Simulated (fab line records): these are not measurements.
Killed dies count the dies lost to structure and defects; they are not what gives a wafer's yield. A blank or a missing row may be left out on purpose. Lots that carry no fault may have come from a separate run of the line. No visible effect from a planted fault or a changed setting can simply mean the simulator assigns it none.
Code-filled problem report in 8D (eight disciplines) form :: flow n5 finfet :: the parts of the form that need people (team, actions taken, sign-off) are left out

== 1. WHAT IS WRONG ==
N5_DUMMY_GATE_ETCH_42, bias w: mean 13.49 W over 1 wafer from 1 lot; wafers with no fault: 12.00 W, standard deviation 0.037. That is +40 standard deviations from the usual mean.
The step: etches SiO2 in CHF3/O2, target depth 3.5 nm, time 31 s.
First seen on wafer L516.3, day 8 01:35, on rie diel-05. Wafers with a number at this step in the record: 26, from 9 lots. Rule for "out", or "out of limits": more than 4 standard deviations from the usual mean. Any other wafer with a number is counted as sound.

== 2. WHAT IT IS, AND WHAT IT ISN'T ==
question: which readings at this step
is: bias w
is not: drypump motor current A, mfc ar sccm, oes_o_777_au, oes product au, rf fwd power W, showerhead plenum p Torr, throttle valve pct

question: which lots
is: L516
is not: L497, L500, L502, L506, L509, L510, L514, L519

question: which wafers of those lots
is: L516.3
is not: L516.2, L516.4

question: read on which tools
is: rie diel-05
is not: rie diel-02, rie diel-06

question: when
is: from day 8 01:35
is not: up to then (22 sound wafers); but 3 sound wafers of L519 came after

== 3. WHAT RULES OUT EACH SUSPECT ==
Counting: a tool at a process step up to the reading stays a suspect if it ran every lot that is out. Sound lots after the first of them don't rule it out here, since some wafers of a struck lot are sound.
- rie diel-02 at N5_DUMMY_GATE_ETCH_29 (etches underlayer in N2/H2, target depth 13 nm): kept. The lot that is out, L516, ran on it at day 8 00:38; the last sound lot it ran before that was L510, at day 6 08:38.
- rie diel-05 at N5_DUMMY_GATE_ETCH_42 (etches SiO2 in CHF3/O2, target depth 3.5 nm, time 31 s): kept. The lot that is out, L516, ran on it at day 8 01:35; the last sound lot it ran before that was L514, at day 7 11:38. Its own readings are out on those wafers: bias w.
- rie diel-02, N5_DUMMY_GATE_ETCH_29: wafers that are out in chamber 2, sound lot-mates in chambers 1, 3.
- rie diel-05, N5_DUMMY_GATE_ETCH_42: wafers that are out in chamber 3, sound lot-mates in chambers 0, 1.
Left after counting: rie diel-02 at N5_DUMMY_GATE_ETCH_29, rie diel-05 at N5_DUMMY_GATE_ETCH_42.

== 4. THE CAUSE (what the simulator had put in) ==
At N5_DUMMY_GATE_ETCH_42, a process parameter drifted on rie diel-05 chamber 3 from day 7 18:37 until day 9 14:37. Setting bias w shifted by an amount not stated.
2 suspects survive the count, and this tool is in that group.

== 5. SEQUENCE OF EFFECTS, ordered by route ==
Rows list readings where the struck wafers' mean (over those with a number) sits beyond 3 standard deviations from the usual. Only readings for which the record gives a usual standard deviation are gone through. hours: the time from each lot's start at the first step in this table that gives one to its start at this step, as a median over the lots. sigmas: the change in usual standard deviations.
hours: 0
step: N5_DUMMY_GATE_ETCH_42
reading: bias w
usual: 12.00 W
on struck wafers: 13.49
change: +1.49
sigmas: +40
Here are the process steps it includes:
- N5_DUMMY_GATE_ETCH_42: etches SiO2 in CHF3/O2, target depth 3.5 nm, time 31 s.
At these later measuring or inspecting steps, every struck wafer for which the step has a row has a number for every such reading, and none has moved that far: N5_BEOL_M4_RC_MEAS_101.

== 6. HOW IT WOULD HAVE BEEN CAUGHT EARLIER ==
In this record no reading fell out of limits until day 8 01:35, 7 hours after the fault had begun at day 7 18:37.
